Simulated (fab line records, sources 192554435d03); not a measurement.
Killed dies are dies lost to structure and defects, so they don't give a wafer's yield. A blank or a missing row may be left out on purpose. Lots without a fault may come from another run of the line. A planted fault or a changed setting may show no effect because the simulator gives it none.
Problem report in the 8D (eight disciplines) form, filled by code | flow n5_finfet | the parts of the form that need people (team, actions taken, sign-off) are left out

1. THE PROBLEM
etch_rf_on_time_s at N5_BEOL_M6_ETCH_61 reads a mean of 44.1 s on 4 wafers of 3 lots; wafers without a fault read 75.1 s with a standard deviation of 1.1. That is -28 standard deviations from the usual mean.
The step: etches SiARC in CF4, target depth 45.5 nm, time 75.8 s.
First seen on wafer L748.1, day 11 16:51, on rie_diel-05. The record holds 30 wafers of 11 lots with a number at this step. Rule for "out", or "out of limits": more than 4 standard deviations from the usual mean. The other wafers with a number count as sound.

2. WHAT IT IS AND WHAT IT IS NOT
question                    | is                                | is not
which readings at this step | etch_rf_on_time_s, oes_product_au | drypump_motor_current_A, rf_vpp_V, showerhead_plenum_p_Torr, throttle_valve_pct
which lots                  | L748, L749, L750                  | L735, L736, L739, L740, L742, L754, L756, L758
which wafers of those lots  | L748.1, L748.3, L749.1, L750.1    | L749.2, L750.5
read on which tools         | rie_diel-05                       | rie_diel-01, rie_diel-06
when                        | from day 11 16:51                 | up to then (15 sound wafers); but 11 sound wafers of L749, L750, L754, L756, L758 came after

3. SUSPECTS, AND WHAT RULES EACH OUT
Counting: a tool at a process step up to the reading stays a suspect if it ran every lot that is out. Sound lots after the first of them don't rule it out here, since some wafers of a struck lot are sound.
- rie_diel-05 at N5_BEOL_M6_ETCH_61 (etches SiARC in CF4, target depth 45.5 nm, time 75.8 s): kept. It ran every lot that is out, first L748 (day 11 16:51); its last sound lot up to then is L742 (day 10 09:54). Its own readings are out on those wafers: etch_rf_on_time_s, oes_product_au.
Left after counting: rie_diel-05 at N5_BEOL_M6_ETCH_61.

4. THE CAUSE (what the simulator had put in)
Process parameter drift: rie_diel-05, from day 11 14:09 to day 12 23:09, at N5_BEOL_M6_ETCH_61. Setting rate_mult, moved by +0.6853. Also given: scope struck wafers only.
Counting left only this tool.

5. THE CHAIN OF EFFECTS, in route order
Each row: a reading whose mean over the struck wafers that have a number lies more than 3 standard deviations from the usual. Only readings for which the record gives a usual standard deviation are gone through. hours: the time from each lot's start at the first step in this table that gives one to its start at this step, as a median over the lots. sigmas: the change in usual standard deviations.
hours | step               | reading           | usual     | on struck wafers | change | sigmas
0     | N5_BEOL_M6_ETCH_61 | etch_rf_on_time_s | 75.1 s    | 44.1             | -31.0  | -28
0     | N5_BEOL_M6_ETCH_61 | oes_product_au    | 0.69 a.u. | 1.00             | +0.31  | +5.0
The process steps in it:
- N5_BEOL_M6_ETCH_61: etches SiARC in CF4, target depth 45.5 nm, time 75.8 s.

6. WHAT WOULD HAVE CAUGHT IT SOONER
In this record the first reading out of limits was taken at day 11 16:51, 3 hours after the fault began at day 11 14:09.
